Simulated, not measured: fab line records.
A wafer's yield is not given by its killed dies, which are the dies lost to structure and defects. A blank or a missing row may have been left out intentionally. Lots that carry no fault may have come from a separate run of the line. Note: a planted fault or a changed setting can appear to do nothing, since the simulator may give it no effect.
Which tool was responsible?    flow nand-harc    33 wafers sampled from 11 lots at 1 step of a route of 1159

## WHAT THE GAUGES SHOWED, per wafer
NHARC_THIN_TSV_CD_MEAS_12 targets a cd of 1000 nm.
lot   measured      on         cd-nm (nm)
L162  day 19 05:07  cd-sem-02  1001.1 1000.5 997.8
L165  day 19 07:40  cd-sem-01  999.6 999.6 1003.4
L166  day 20 02:31  cd-sem-02  1007.7 1001.3 1003.3
L167  day 20 03:42  cd-sem-03  999.7 996.8 1003.3
L168  day 20 04:56  cd-sem-03  1003.5 1000.3 1001.0
L172  day 21 07:31  cd-sem-02  1002.6 1000.5 999.3
L173  day 21 19:40  cd-sem-03  998.9 1001.6 1000.2
L174  day 22 17:46  cd-sem-02  1001.7 1001.5 1002.9
L183  day 23 23:31  cd-sem-03  1003.5 1001.8 1000.9
L185  day 24 03:37  cd-sem-03  998.4 999.7 998.2
L184  day 24 10:40  cd-sem-03  999.7 998.9 997.8

## WHAT TOOL EACH LOT RAN ON (gives the tool, then ch and the chambers of the sampled wafers, and finally the start)
No process step before these readings appears in the record.

## THE ANSWER, worked out from the rows above alone
Rule: the usual values come from the lots themselves. The widest of any qualifying gaps counts: lots, ordered by their means at a reading, are off when they make up no more than a third of the lots, leave a main group of 4 or more, and stand apart from it by 3 or more times the standard deviation of that group's means. A main group is skipped when, at the precision printed for the reading in the tables above, its means are all equal. A lot without any number at a reading at which 4 lots or more have one is off too. All remaining lots with rows at the step are treated as sound.
Across all readings shown, no lot is off: no conclusion can be drawn from this.

## WHAT WAS PUT IN BY THE SIMULATOR
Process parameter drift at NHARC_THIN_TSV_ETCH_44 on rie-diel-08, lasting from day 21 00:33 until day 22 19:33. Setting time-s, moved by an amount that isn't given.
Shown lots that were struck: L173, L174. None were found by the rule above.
